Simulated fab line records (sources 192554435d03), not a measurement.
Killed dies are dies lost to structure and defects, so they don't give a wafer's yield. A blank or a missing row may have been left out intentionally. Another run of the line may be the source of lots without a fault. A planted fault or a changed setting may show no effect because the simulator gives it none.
Which tool was responsible? || flow n5 finfet || 9 lots with 27 wafers sampled at 6 steps, on a route of 1938 steps

== WHAT THE GAUGES READ, wafer by wafer ==
N5_GATE_CUT_CD_MEAS_13: the cd target is 20 nm. Usual: 20.16 nm for cd nm, sd 0.29.
{"lot": "L781", "measured": "day 4 10:46", "on": "cd sem-01", "cd nm (nm)": "19.97 20.10 20.39", "flag": ""}
{"lot": "L791", "measured": "day 7 02:55", "on": "cd sem-01", "cd nm (nm)": "20.42 19.74 19.88", "flag": ""}
{"lot": "L792", "measured": "day 7 07:40", "on": "cd sem-03", "cd nm (nm)": "19.93 20.04 20.07", "flag": ""}
{"lot": "L793", "measured": "day 7 10:38", "on": "cd sem-01", "cd nm (nm)": "20.29 20.47 20.40", "flag": ""}
{"lot": "L794", "measured": "day 7 22:54", "on": "cd sem-02", "cd nm (nm)": "20.06 20.31 20.66", "flag": ""}
{"lot": "L795", "measured": "day 8 00:39", "on": "cd sem-02", "cd nm (nm)": "19.69 19.91 19.99", "flag": ""}
{"lot": "L796", "measured": "day 8 08:00", "on": "cd sem-03", "cd nm (nm)": "20.45 20.03 20.20", "flag": ""}
{"lot": "L798", "measured": "day 8 17:24", "on": "cd sem-01", "cd nm (nm)": "20.28 20.39 19.96", "flag": ""}
{"lot": "L802", "measured": "day 9 23:12", "on": "cd sem-03", "cd nm (nm)": "20.47 20.22 20.21", "flag": ""}

N5_MOL_CONTACT_COAG_THK_MEAS_29. Usual: for MD_CAP_THK the level is 17.92 nm and the standard deviation is 0.095.
{"lot": "L781", "measured": "day 5 01:49", "on": "film metro-02", "MD_CAP_THK (nm)": "17.84 17.90 17.85", "flag": ""}
{"lot": "L791", "measured": "day 7 17:07", "on": "film metro-01", "MD_CAP_THK (nm)": "18.15 18.31 18.39", "flag": "OFF"}
{"lot": "L792", "measured": "day 7 21:20", "on": "film metro-01", "MD_CAP_THK (nm)": "18.19 18.38 18.14", "flag": "OFF"}
{"lot": "L793", "measured": "day 8 00:52", "on": "film metro-01", "MD_CAP_THK (nm)": "17.97 17.83 17.90", "flag": ""}
{"lot": "L794", "measured": "day 8 13:47", "on": "film metro-01", "MD_CAP_THK (nm)": "17.89 17.89 17.82", "flag": ""}
{"lot": "L795", "measured": "day 8 15:19", "on": "film metro-02", "MD_CAP_THK (nm)": "17.89 18.15 17.95", "flag": ""}
{"lot": "L796", "measured": "day 8 20:33", "on": "film metro-01", "MD_CAP_THK (nm)": "17.99 17.96 17.80", "flag": ""}
{"lot": "L798", "measured": "day 9 04:56", "on": "film metro-02", "MD_CAP_THK (nm)": "18.02 17.88 17.99", "flag": ""}
{"lot": "L802", "measured": "day 10 13:45", "on": "film metro-01", "MD_CAP_THK (nm)": "18.03 17.98 17.79", "flag": ""}

N5_BEOL_M4_RC_MEAS_101. Usual: DIBL_N 36.4 mV/V, standard deviation 2.7; DIBL_P 36 mV/V, standard deviation 3.2; IOFF_N 0.16 nA/um, standard deviation 0.046; IOFF_P 0.21 nA/um, standard deviation 0.055; ION_N 677 uA/um, standard deviation 15; ION_P 464 uA/um, standard deviation 11; SS_N 71.5 mV/dec, standard deviation 0.79; SS_P 73.3 mV/dec, standard deviation 0.93; VT_N 250 mV, standard deviation 4.1; VT_P -251 mV, standard deviation 4.4.
{"lot": "L781", "measured": "day 7 20:13", "on": "prober-01", "DIBL_N (mV/V)": "34.9 36.4 39.0", "DIBL_P (mV/V)": "35 37 41", "IOFF_N (nA/um)": "0.14 0.18 0.23", "IOFF_P (nA/um)": "0.22 0.26 0.35", "ION_N (uA/um)": "670 683 690", "ION_P (uA/um)": "466 472 470", "SS_N (mV/dec)": "72.1 72.4 72.5", "SS_P (mV/dec)": "73.6 73.2 75.1", "VT_N (mV)": "251 247 247", "VT_P (mV)": "-247 -245 -240", "flag": ""}
{"lot": "L791", "measured": "day 10 22:13", "on": "prober-02", "DIBL_N (mV/V)": "36.4 37.7 36.7", "DIBL_P (mV/V)": "37 38 36", "IOFF_N (nA/um)": "0.16 0.19 0.15", "IOFF_P (nA/um)": "0.22 0.23 0.19", "ION_N (uA/um)": "677 709 672", "ION_P (uA/um)": "468 480 457", "SS_N (mV/dec)": "71.0 71.3 71.5", "SS_P (mV/dec)": "74.2 73.8 73.1", "VT_N (mV)": "247 243 251", "VT_P (mV)": "-248 -249 -252", "flag": ""}
{"lot": "L792", "measured": "day 11 11:20", "on": "prober-01", "DIBL_N (mV/V)": "36.4 35.7 35.9", "DIBL_P (mV/V)": "37 35 37", "IOFF_N (nA/um)": "0.17 0.15 0.18", "IOFF_P (nA/um)": "0.26 0.22 0.26", "ION_N (uA/um)": "683 678 695", "ION_P (uA/um)": "470 470 484", "SS_N (mV/dec)": "71.5 71.1 71.2", "SS_P (mV/dec)": "73.6 72.9 72.8", "VT_N (mV)": "248 249 246", "VT_P (mV)": "-245 -248 -249", "flag": ""}
{"lot": "L793", "measured": "day 11 09:40", "on": "prober-02", "DIBL_N (mV/V)": "35.0 33.4 32.7", "DIBL_P (mV/V)": "36 34 33", "IOFF_N (nA/um)": "0.17 0.15 0.13", "IOFF_P (nA/um)": "0.21 0.20 0.17", "ION_N (uA/um)": "704 691 668", "ION_P (uA/um)": "478 471 460", "SS_N (mV/dec)": "71.3 70.3 70.5", "SS_P (mV/dec)": "73.8 72.8 72.9", "VT_N (mV)": "246 246 249", "VT_P (mV)": "-248 -248 -253", "flag": ""}
{"lot": "L794", "measured": "day 11 23:30", "on": "prober-01", "DIBL_N (mV/V)": "34.6 39.2 42.8", "DIBL_P (mV/V)": "35 41 45", "IOFF_N (nA/um)": "0.13 0.20 0.29", "IOFF_P (nA/um)": "0.16 0.24 0.35", "ION_N (uA/um)": "667 671 698", "ION_P (uA/um)": "461 459 474", "SS_N (mV/dec)": "71.4 72.4 73.4", "SS_P (mV/dec)": "72.8 74.0 75.4", "VT_N (mV)": "254 251 245", "VT_P (mV)": "-254 -249 -246", "flag": ""}
{"lot": "L795", "measured": "day 11 17:33", "on": "prober-02", "DIBL_N (mV/V)": "33.3 38.7 36.7", "DIBL_P (mV/V)": "34 39 35", "IOFF_N (nA/um)": "0.12 0.24 0.18", "IOFF_P (nA/um)": "0.18 0.25 0.19", "ION_N (uA/um)": "656 684 653", "ION_P (uA/um)": "454 456 445", "SS_N (mV/dec)": "71.3 72.1 72.6", "SS_P (mV/dec)": "73.1 75.0 73.5", "VT_N (mV)": "254 244 252", "VT_P (mV)": "-254 -251 -254", "flag": ""}
{"lot": "L796", "measured": "day 12 11:10", "on": "prober-01", "DIBL_N (mV/V)": "34.2 35.1 39.3", "DIBL_P (mV/V)": "34 34 39", "IOFF_N (nA/um)": "0.13 0.13 0.24", "IOFF_P (nA/um)": "0.17 0.17 0.25", "ION_N (uA/um)": "651 663 680", "ION_P (uA/um)": "447 452 458", "SS_N (mV/dec)": "71.6 70.4 72.6", "SS_P (mV/dec)": "73.1 72.6 73.8", "VT_N (mV)": "251 252 247", "VT_P (mV)": "-252 -252 -247", "flag": ""}
{"lot": "L798", "measured": "day 12 21:01", "on": "prober-01", "DIBL_N (mV/V)": "40.7 42.5 36.0", "DIBL_P (mV/V)": "40 44 35", "IOFF_N (nA/um)": "0.20 0.25 0.13", "IOFF_P (nA/um)": "0.23 0.31 0.17", "ION_N (uA/um)": "690 694 677", "ION_P (uA/um)": "462 476 467", "SS_N (mV/dec)": "72.2 72.7 70.9", "SS_P (mV/dec)": "73.8 75.2 72.6", "VT_N (mV)": "249 246 253", "VT_P (mV)": "-250 -247 -253", "flag": ""}
{"lot": "L802", "measured": "day 14 04:37", "on": "prober-02", "DIBL_N (mV/V)": "36.8 37.1 37.0", "DIBL_P (mV/V)": "37 38 38", "IOFF_N (nA/um)": "0.19 0.20 0.17", "IOFF_P (nA/um)": "0.23 0.23 0.23", "ION_N (uA/um)": "697 694 673", "ION_P (uA/um)": "475 466 466", "SS_N (mV/dec)": "71.2 71.2 71.6", "SS_P (mV/dec)": "72.9 73.8 74.1", "VT_N (mV)": "246 246 247", "VT_P (mV)": "-248 -253 -251", "flag": ""}

== EACH LOT AND THE TOOL THAT RAN IT (in order: tool; ch and the chambers of the sampled wafers; start) ==
{"lot": "L781", "N5_GATE_CUT_CMP_02": "cmp-01 ch 0,2,3, day 4 10:05", "N5_GATE_CUT_CMP_43": "cmp-01 ch 0,1,2, day 4 13:43", "N5_GATE_CUT_CMP_61": "cmp-01 ch 0,1,2, day 4 14:12"}
{"lot": "L791", "N5_GATE_CUT_CMP_02": "cmp-03 ch 1,2,3, day 7 02:15", "N5_GATE_CUT_CMP_43": "cmp-02 ch 0,3, day 7 05:46", "N5_GATE_CUT_CMP_61": "cmp-02 ch 0,3, day 7 06:12"}
{"lot": "L792", "N5_GATE_CUT_CMP_02": "cmp-02 ch 2,3, day 7 06:52", "N5_GATE_CUT_CMP_43": "cmp-01 ch 0,1,2, day 7 10:54", "N5_GATE_CUT_CMP_61": "cmp-01 ch 0,1,2, day 7 11:20"}
{"lot": "L793", "N5_GATE_CUT_CMP_02": "cmp-02 ch 0,1,3, day 7 10:01", "N5_GATE_CUT_CMP_43": "cmp-02 ch 0,3, day 7 14:23", "N5_GATE_CUT_CMP_61": "cmp-02 ch 0,3, day 7 14:49"}
{"lot": "L794", "N5_GATE_CUT_CMP_02": "cmp-02 ch 0,2,3, day 7 22:16", "N5_GATE_CUT_CMP_43": "cmp-02 ch 1,2, day 8 01:49", "N5_GATE_CUT_CMP_61": "cmp-02 ch 1,2, day 8 02:14"}
{"lot": "L795", "N5_GATE_CUT_CMP_02": "cmp-02 ch 0,1,3, day 7 23:55", "N5_GATE_CUT_CMP_43": "cmp-01 ch 0,3, day 8 03:51", "N5_GATE_CUT_CMP_61": "cmp-01 ch 0,3, day 8 04:17"}
{"lot": "L796", "N5_GATE_CUT_CMP_02": "cmp-03 ch 0,2,3, day 8 07:21", "N5_GATE_CUT_CMP_43": "cmp-03 ch 0,1, day 8 11:03", "N5_GATE_CUT_CMP_61": "cmp-03 ch 0,1, day 8 11:32"}
{"lot": "L798", "N5_GATE_CUT_CMP_02": "cmp-01 ch 1,2, day 8 16:45", "N5_GATE_CUT_CMP_43": "cmp-01 ch 2,3, day 8 20:13", "N5_GATE_CUT_CMP_61": "cmp-01 ch 2,3, day 8 20:42"}
{"lot": "L802", "N5_GATE_CUT_CMP_02": "cmp-02 ch 0,1,3, day 9 22:23", "N5_GATE_CUT_CMP_43": "cmp-01 ch 0,1,2, day 10 02:11", "N5_GATE_CUT_CMP_61": "cmp-01 ch 0,1,2, day 10 02:40"}
- N5_GATE_CUT_CMP_02: polishes, stops on SiO2, t overpolish 12.7 s, target thk 0 nm.
- N5_GATE_CUT_CMP_43: polishes SiO2.
- N5_GATE_CUT_CMP_61: polishes, stops on SiNx, t overpolish 3 s.

== WHAT THE TOOLS THEMSELVES READ (means of the sampled wafers that have a number; where no wafer has one, the mark that the record gives instead) ==
N5_GATE_CUT_CMP_02. Usual: edge zone pressure frac 1.000, standard deviation 0.0045; head pressure psi 2.501 psi, standard deviation 0.0056; motor current A 8.6 A, standard deviation 0.92; overpolish run s 12.699 s, standard deviation 0.0092; time to endpoint s 26 s, standard deviation 3.4.
{"lot": "L781", "tool": "cmp-01", "edge zone pressure frac": 1.000, "head pressure psi (psi)": 2.504, "motor current A (A)": 8.7, "overpolish run s (s)": 12.696, "time to endpoint s (s)": 26, "flag": ""}
{"lot": "L791", "tool": "cmp-03", "edge zone pressure frac": 0.998, "head pressure psi (psi)": 2.508, "motor current A (A)": 8.7, "overpolish run s (s)": 12.696, "time to endpoint s (s)": 30, "flag": ""}
{"lot": "L792", "tool": "cmp-02", "edge zone pressure frac": 1.006, "head pressure psi (psi)": 2.504, "motor current A (A)": 8.2, "overpolish run s (s)": 12.704, "time to endpoint s (s)": 26, "flag": ""}
{"lot": "L793", "tool": "cmp-02", "edge zone pressure frac": 1.000, "head pressure psi (psi)": 2.498, "motor current A (A)": 9.5, "overpolish run s (s)": 12.703, "time to endpoint s (s)": 26, "flag": ""}
{"lot": "L794", "tool": "cmp-02", "edge zone pressure frac": 1.000, "head pressure psi (psi)": 2.499, "motor current A (A)": 8.5, "overpolish run s (s)": 12.699, "time to endpoint s (s)": 25, "flag": ""}
{"lot": "L795", "tool": "cmp-02", "edge zone pressure frac": 0.996, "head pressure psi (psi)": 2.496, "motor current A (A)": 9.3, "overpolish run s (s)": 12.695, "time to endpoint s (s)": 28, "flag": ""}
{"lot": "L796", "tool": "cmp-03", "edge zone pressure frac": 1.004, "head pressure psi (psi)": 2.502, "motor current A (A)": 8.7, "overpolish run s (s)": 12.695, "time to endpoint s (s)": 27, "flag": ""}
{"lot": "L798", "tool": "cmp-01", "edge zone pressure frac": 1.002, "head pressure psi (psi)": 2.500, "motor current A (A)": 8.1, "overpolish run s (s)": 12.705, "time to endpoint s (s)": 25, "flag": ""}
{"lot": "L802", "tool": "cmp-02", "edge zone pressure frac": 1.000, "head pressure psi (psi)": 2.501, "motor current A (A)": 9.1, "overpolish run s (s)": 12.700, "time to endpoint s (s)": 25, "flag": ""}

N5_GATE_CUT_CMP_43. Usual: edge zone pressure frac 1.000, standard deviation 0.0047; motor current A 11.5 A, standard deviation 1.2.
{"lot": "L781", "tool": "cmp-01", "edge zone pressure frac": 1.000, "motor current A (A)": 11.2, "flag": ""}
{"lot": "L791", "tool": "cmp-02", "edge zone pressure frac": 1.002, "motor current A (A)": 11.6, "flag": ""}
{"lot": "L792", "tool": "cmp-01", "edge zone pressure frac": 1.002, "motor current A (A)": 11.7, "flag": ""}
{"lot": "L793", "tool": "cmp-02", "edge zone pressure frac": 0.996, "motor current A (A)": 11.4, "flag": ""}
{"lot": "L794", "tool": "cmp-02", "edge zone pressure frac": 0.997, "motor current A (A)": 12.6, "flag": ""}
{"lot": "L795", "tool": "cmp-01", "edge zone pressure frac": 1.001, "motor current A (A)": 10.8, "flag": ""}
{"lot": "L796", "tool": "cmp-03", "edge zone pressure frac": 1.003, "motor current A (A)": 10.4, "flag": ""}
{"lot": "L798", "tool": "cmp-01", "edge zone pressure frac": 1.000, "motor current A (A)": 10.6, "flag": ""}
{"lot": "L802", "tool": "cmp-01", "edge zone pressure frac": 1.003, "motor current A (A)": 11.6, "flag": ""}

N5_GATE_CUT_CMP_61. Usual: edge zone pressure frac 0.999, standard deviation 0.0054; head pressure psi 4.001 psi, standard deviation 0.0093; motor current A 11.4 A, standard deviation 1.3.
{"lot": "L781", "tool": "cmp-01", "edge zone pressure frac": 1.003, "head pressure psi (psi)": 4.006, "motor current A (A)": 11.3, "flag": ""}
{"lot": "L791", "tool": "cmp-02", "edge zone pressure frac": "-", "head pressure psi (psi)": "-", "motor current A (A)": "-", "flag": "OFF"}
{"lot": "L792", "tool": "cmp-01", "edge zone pressure frac": "-", "head pressure psi (psi)": "-", "motor current A (A)": "-", "flag": "OFF"}
{"lot": "L793", "tool": "cmp-02", "edge zone pressure frac": 0.999, "head pressure psi (psi)": 3.998, "motor current A (A)": 11.7, "flag": ""}
{"lot": "L794", "tool": "cmp-02", "edge zone pressure frac": 1.005, "head pressure psi (psi)": 4.002, "motor current A (A)": 12.3, "flag": ""}
{"lot": "L795", "tool": "cmp-01", "edge zone pressure frac": 1.000, "head pressure psi (psi)": 3.997, "motor current A (A)": 10.8, "flag": ""}
{"lot": "L796", "tool": "cmp-03", "edge zone pressure frac": 1.002, "head pressure psi (psi)": 4.007, "motor current A (A)": 10.7, "flag": ""}
{"lot": "L798", "tool": "cmp-01", "edge zone pressure frac": 1.002, "head pressure psi (psi)": 3.995, "motor current A (A)": 10.4, "flag": ""}
{"lot": "L802", "tool": "cmp-01", "edge zone pressure frac": 1.007, "head pressure psi (psi)": 4.004, "motor current A (A)": 11.4, "flag": ""}

== THE ANSWER, worked out from the rows above alone ==
Rule: a lot counts as off when the mean over its wafers that have a number is more than 3 standard deviations away from the usual mean. Also off: a lot with no number at a reading for which 4 or more lots have one. Where the step has rows for the other lots, those lots are counted as sound. Order of review: gauges by route order, followed by the tools' own readings, for which a lot's mean as printed above is used. At the first step where some lot is off, the reading lying furthest off is the one used; lots without a number count as furthest.
Off: L791, L792, at N5_MOL_CONTACT_COAG_THK_MEAS_29 (MD_CAP_THK).
If a tool, at a process step before that reading, ran all the lots that are off and no sound lot after the first of them, it fits. Not tried: the gauges at N5_MOL_CONTACT_COAG_THK_MEAS_29; whatever is off there is also off at N5_GATE_CUT_CMP_61, on other tools, and gauge error can't account for it. No candidate that was tried fits.

== WHAT THE SIMULATOR HAD INSERTED ==
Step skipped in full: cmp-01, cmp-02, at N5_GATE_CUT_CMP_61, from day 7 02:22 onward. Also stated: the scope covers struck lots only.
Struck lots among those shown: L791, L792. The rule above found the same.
